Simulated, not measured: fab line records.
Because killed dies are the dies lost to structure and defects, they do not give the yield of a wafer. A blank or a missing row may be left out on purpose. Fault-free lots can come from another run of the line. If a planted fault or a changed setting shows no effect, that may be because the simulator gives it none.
Matching of chambers | flow n5Finfet | rieDiel-05 running N5_BEOL_M1_ETCH_77: 4 sister chambers
The step etches underlayer in N2/H2, target depth 6.5 nm, time 5.2 s. 7 wafers are shown with their chamber, then 8 later ones without.

## WAFERS WITH THEIR CHAMBER
wafer  | chamber | showerheadPlenumPTorr (Torr) | oesProductAu (a.u.)
L080.6 | 2       | 2.58                         | 0.73
L081.4 | 2       | 2.58                         | 0.72
L082.6 | 0       | 2.46                         | 0.66
L084.1 | 3       | 2.62                         | 0.56
L084.3 | 1       | 2.56                         | 0.70
L084.4 | 0       | 2.46                         | 0.66
L087.2 | 1       | 2.55                         | 0.70

## WAFERS WITHOUT THEIR CHAMBER
wafer  | showerheadPlenumPTorr (Torr) | oesProductAu (a.u.)
L087.5 | 2.46                         | 0.65
L087.6 | 2.55                         | 0.70
L088.1 | 2.46                         | 0.65
L088.3 | 2.56                         | 0.71
L088.5 | 2.62                         | 0.58
L089.1 | 2.62                         | 0.58
L089.2 | 2.55                         | 0.69
L089.6 | 2.55                         | 0.69

## THE CHAMBER EACH PASSED THROUGH
wafer  | from the rows above | in truth
L087.5 | 0                   | 0
L087.6 | 1                   | 1
L088.1 | 0                   | 0
L088.3 | 1                   | 1
L088.5 | 3                   | 3
L089.1 | 3                   | 3
L089.2 | 1                   | 1
L089.6 | 1                   | 1
Correctly placed: 8 of 8. Left unplaced by these rows: 0. Wrongly placed: 0.
How it was worked out, from the rows above alone: a wafer's distance from a chamber is the root of the sum, over the readings, of the square of ((its reading less the chamber's mean) divided by the reading's scatter). The wafer belongs to the nearest chamber; if the next one is less than 2 further off, it can't be placed. For every chamber, the mean is computed from those of its wafers that are shown. How the scatter is found: for the shown wafers, subtract from each reading the mean of its chamber, square and add these, divide the total by (wafers less chambers), then take the root.
